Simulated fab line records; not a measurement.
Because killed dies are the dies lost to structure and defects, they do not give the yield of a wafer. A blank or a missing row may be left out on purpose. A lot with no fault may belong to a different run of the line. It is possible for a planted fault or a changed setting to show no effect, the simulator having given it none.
Chamber matching || flow n5 finfet || N5_BEOL_M11_STRIP_36 on rie diel-06: 4 sister chambers
The step strips in N2/H2. 4 wafers are shown with their chamber, then 12 later ones without.

EACH WAFER AND ITS CHAMBER
{"wafer": "L087.6", "chamber": 3, "showerhead plenum p Torr (Torr)": 2.62}
{"wafer": "L090.3", "chamber": 2, "showerhead plenum p Torr (Torr)": 2.64}
{"wafer": "L090.4", "chamber": 0, "showerhead plenum p Torr (Torr)": 2.39}
{"wafer": "L090.6", "chamber": 1, "showerhead plenum p Torr (Torr)": 2.47}

WAFERS WHOSE CHAMBER IS MISSING
{"wafer": "L093.1", "showerhead plenum p Torr (Torr)": 2.47}
{"wafer": "L093.3", "showerhead plenum p Torr (Torr)": 2.39}
{"wafer": "L093.4", "showerhead plenum p Torr (Torr)": 2.64}
{"wafer": "L095.2", "showerhead plenum p Torr (Torr)": 2.61}
{"wafer": "L095.3", "showerhead plenum p Torr (Torr)": 2.64}
{"wafer": "L095.5", "showerhead plenum p Torr (Torr)": 2.47}
{"wafer": "L094.1", "showerhead plenum p Torr (Torr)": 2.62}
{"wafer": "L094.5", "showerhead plenum p Torr (Torr)": 2.62}
{"wafer": "L094.6", "showerhead plenum p Torr (Torr)": 2.39}
{"wafer": "L096.1", "showerhead plenum p Torr (Torr)": 2.39}
{"wafer": "L096.2", "showerhead plenum p Torr (Torr)": 2.61}
{"wafer": "L096.5", "showerhead plenum p Torr (Torr)": 2.63}

WHICH CHAMBER EACH ONE RAN IN
{"wafer": "L093.1", "from the rows above": 1, "in truth": 1}
{"wafer": "L093.3", "from the rows above": 0, "in truth": 0}
{"wafer": "L093.4", "from the rows above": 2, "in truth": 2}
{"wafer": "L095.2", "from the rows above": 3, "in truth": 3}
{"wafer": "L095.3", "from the rows above": 2, "in truth": 2}
{"wafer": "L095.5", "from the rows above": 1, "in truth": 1}
{"wafer": "L094.1", "from the rows above": 3, "in truth": 3}
{"wafer": "L094.5", "from the rows above": 3, "in truth": 3}
{"wafer": "L094.6", "from the rows above": 0, "in truth": 0}
{"wafer": "L096.1", "from the rows above": 0, "in truth": 0}
{"wafer": "L096.2", "from the rows above": 3, "in truth": 3}
{"wafer": "L096.5", "from the rows above": "can't be placed: 3 or 2", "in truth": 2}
11 of 12 placed correctly. Unplaceable from these rows: 1, with the true chamber sitting among the candidates in 1. Wrongly placed: 0.
How it was worked out, from the rows above alone: a wafer's distance from a chamber is the root of the sum, over the readings, of the square of ((its reading less the chamber's mean) divided by the reading's scatter). If the next closest chamber is less than 2 further off than the closest, the wafer can't be placed; otherwise it belongs to the closest. The mean given for a chamber averages the wafers shown for that chamber. The scatter (one wafer shown for each chamber): square how far every hidden wafer sits from the nearest shown wafer, average those squares and take the square root.
